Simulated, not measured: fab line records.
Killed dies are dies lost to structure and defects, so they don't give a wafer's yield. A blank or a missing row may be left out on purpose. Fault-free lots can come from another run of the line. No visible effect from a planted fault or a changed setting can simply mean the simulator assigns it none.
8D (eight disciplines) problem report, filled in by code + flow n5 finfet + the parts of the form that need people (team, actions taken, sign-off) are left out

## 1. PROBLEM STATEMENT
Wafers without a fault read 340.5 W with a standard deviation of 2.1, while rf fwd power W at N5_BEOL_M7_TRENCH_ETCH_37 averages 424.5 W across 2 wafers of 1 lot. Measured from the usual mean, that is +40 standard deviations.
The step: etches SiCOH lowk in C4F6/O2, target depth 93.478 nm, time 31.2 s.
The first sign was on wafer L696.3 at day 13 14:44, on rie diel-04. The record has a number at this step for 15 wafers belonging to 5 lots. The rule behind "out" and "out of limits": a value lying over 4 standard deviations away from the usual mean. Any other wafer with a number is counted as sound.

## 2. WHAT IT IS, WHAT IT ISN'T
| question                    | is                       | is not                                                                                |
|-----------------------------|--------------------------|---------------------------------------------------------------------------------------|
| which readings at this step | rf fwd power W, rf vpp V | drypump motor current A, oes product au, showerhead plenum p Torr, throttle valve pct |
| which lots                  | L696                     | L686, L689, L703, L705                                                                |
| which wafers of those lots  | L696.3, L696.6           | L696.1                                                                                |
| read on which tools         | rie diel-04              | rie diel-02, rie diel-06                                                              |
| when                        | from day 13 14:44        | up to then (7 sound wafers); but 6 sound wafers of L703, L705 came after              |

## 3. SUSPECTS, AND WHAT RULES EACH OUT
Counting: if a tool at a process step up to the reading ran every lot that is out, it stays a suspect. Sound lots after the first of them don't rule it out here, since some wafers of a struck lot are sound.
- rie diel-04 at N5_BEOL_M7_ETCH_65 (etches SiARC in CF4, target depth 15.6 nm, time 26 s): kept. It ran the lot that is out, L696 (day 13 14:31).
- rie diel-04 at N5_BEOL_M7_TRENCH_ETCH_37 (etches SiCOH lowk in C4F6/O2, target depth 93.478 nm, time 31.2 s): kept. It ran the lot that is out, L696 (day 13 14:44). Out on those wafers are its own readings of rf fwd power W, rf vpp V.
- The sound lot-mates ran in chamber 1 of rie diel-04 at N5_BEOL_M7_ETCH_65, but the wafers that are out ran in chamber 2.
- The sound lot-mates ran in chamber 1 of rie diel-04 at N5_BEOL_M7_TRENCH_ETCH_37, but the wafers that are out ran in chamber 2.
What counting leaves: rie diel-04 at N5_BEOL_M7_ETCH_65 and rie diel-04 at N5_BEOL_M7_TRENCH_ETCH_37.

## 4. THE CAUSE (what the simulator had put in)
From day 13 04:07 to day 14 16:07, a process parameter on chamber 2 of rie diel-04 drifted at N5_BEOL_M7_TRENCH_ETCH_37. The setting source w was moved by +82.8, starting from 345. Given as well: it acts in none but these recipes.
2 suspects survive the count, and this tool is in that group.

## 5. SEQUENCE OF EFFECTS, ordered by route
Each row: a reading where the mean over the struck wafers with a number is more than 3 standard deviations away from the usual. Readings are gone through only where the record gives a usual standard deviation; hours: the median, over the lots, of the time from a lot's start at the first step in this table giving one to that lot's start at this step; sigmas: the change measured in usual standard deviations.
| hours | step                      | reading        | usual   | on struck wafers | change | sigmas |
|-------|---------------------------|----------------|---------|------------------|--------|--------|
| 0     | N5_BEOL_M7_TRENCH_ETCH_37 | rf fwd power W | 340.5 W | 424.5            | +84.0  | +40    |
| 0     | N5_BEOL_M7_TRENCH_ETCH_37 | rf vpp V       | 665 V   | 595              | -70    | -5.4   |
The process steps in it:
- N5_BEOL_M7_TRENCH_ETCH_37: etches SiCOH lowk in C4F6/O2, target depth 93.478 nm, time 31.2 s.
At these later measuring or inspecting steps, every struck wafer for which the step has a row has a number for every such reading, and none has moved that far: N5_BEOL_M7_OCD_MEAS_38, N5_BEOL_M7_CD_MEAS_35, N5_BEOL_M7_THK_MEAS_53.

## 6. WHAT WOULD HAVE CAUGHT IT SOONER
11 hours passed between the start of the fault at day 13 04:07 and the first reading out of limits in this record, taken at day 13 14:44.
